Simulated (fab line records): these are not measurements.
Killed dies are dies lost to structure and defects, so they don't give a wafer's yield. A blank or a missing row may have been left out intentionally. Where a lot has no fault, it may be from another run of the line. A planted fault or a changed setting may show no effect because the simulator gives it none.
Which tool did it?    flow n5-finfet    Sampling: 12 lots, 36 wafers, 4 of 1938 route steps

## WHAT THE GAUGES SHOWED, per wafer
N5_BEOL_M5_OVL_MEAS_12.
lot   measured      on          M5_OVL (nm)
L076  day 9 02:11   overlay-01  -1.3 -0.8 0.4
L078  day 9 07:54   overlay-02  0.3 -0.5 -0.1
L081  day 9 16:45   overlay-01  -0.5 0.1 -0.9
L079  day 10 10:06  overlay-02  -0.2 -0.7 0.1
L083  day 11 07:25  overlay-02  0.5 -0.7 0.0
L085  day 11 16:10  overlay-02  -0.6 -1.1 -0.1
L088  day 11 16:41  overlay-01  0.7 1.7 0.4
L089  day 12 02:10  overlay-01  0.7 0.6 0.4
L091  day 12 11:15  overlay-02  0.8 0.0 0.3
L093  day 13 17:37  overlay-01  0.3 -0.1 -0.4
L096  day 14 04:06  overlay-02  1.0 0.5 1.2
L095  day 15 01:18  overlay-01  -0.2 -0.7 0.2

## WHAT TOOL EACH LOT RAN ON (gives the tool, then ch and the chambers of the sampled wafers, and finally the start)
lot   N5_BEOL_M4_SPUTTER_96         N5_BEOL_M5_CURE_79             N5_BEOL_M5_HM_DEP_02
L076  pvd-sputter-03, day 8 22:26   uv-cure-03 ch 0, day 9 00:40   pvd-sputter-01, day 9 01:45
L078  pvd-sputter-01, day 9 04:18   uv-cure-01 ch 0, day 9 06:28   pvd-sputter-03, day 9 07:22
L081  pvd-sputter-03, day 9 13:22   uv-cure-01 ch 1, day 9 15:35   pvd-sputter-01, day 9 16:19
L079  pvd-sputter-01, day 10 03:52  uv-cure-02 ch 2, day 10 07:25  pvd-sputter-03, day 10 09:34
L083  pvd-sputter-01, day 11 02:26  uv-cure-02 ch 1, day 11 04:36  pvd-sputter-01, day 11 06:52
L085  pvd-sputter-01, day 11 10:08  uv-cure-01 ch 2, day 11 12:21  pvd-sputter-02, day 11 15:37
L088  pvd-sputter-03, day 11 10:29  uv-cure-02 ch 0, day 11 13:13  pvd-sputter-02, day 11 16:16
L089  pvd-sputter-02, day 11 22:23  uv-cure-03 ch 1, day 12 00:45  pvd-sputter-01, day 12 01:36
L091  pvd-sputter-01, day 12 07:37  uv-cure-02 ch 2, day 12 09:44  pvd-sputter-03, day 12 10:42
L093  pvd-sputter-01, day 13 11:10  uv-cure-01 ch 0, day 13 13:36  pvd-sputter-01, day 13 17:11
L096  pvd-sputter-02, day 13 23:33  uv-cure-01 ch 0, day 14 01:41  pvd-sputter-03, day 14 03:41
L095  pvd-sputter-02, day 14 21:39  uv-cure-03 ch 0, day 14 23:47  pvd-sputter-03, day 15 00:45
- N5_BEOL_M4_SPUTTER_96: material Cu, target thk 4.5 nm, time 8.29 s.
- N5_BEOL_M5_CURE_79: cures SiCOH lowk, time 240 s.
- N5_BEOL_M5_HM_DEP_02: deposits TiN, target thk 20 nm.

## THE ANSWER, worked out from the rows above alone
Rule: the lots themselves supply what counts as usual. The widest of any qualifying gaps counts: lots, ordered by their means at a reading, are off when they make up no more than a third of the lots, leave a main group of 4 or more, and stand apart from it by 3 or more times the standard deviation of that group's means. A main group whose means are all the same, to the digits that the tables above print for the reading, isn't used. A lot without any number at a reading at which 4 lots or more have one is off too. The other lots that the step has rows for count as sound.
None of the lots is off at any reading shown; this tells nothing.

## WHAT HAD BEEN PUT IN BY THE SIMULATOR
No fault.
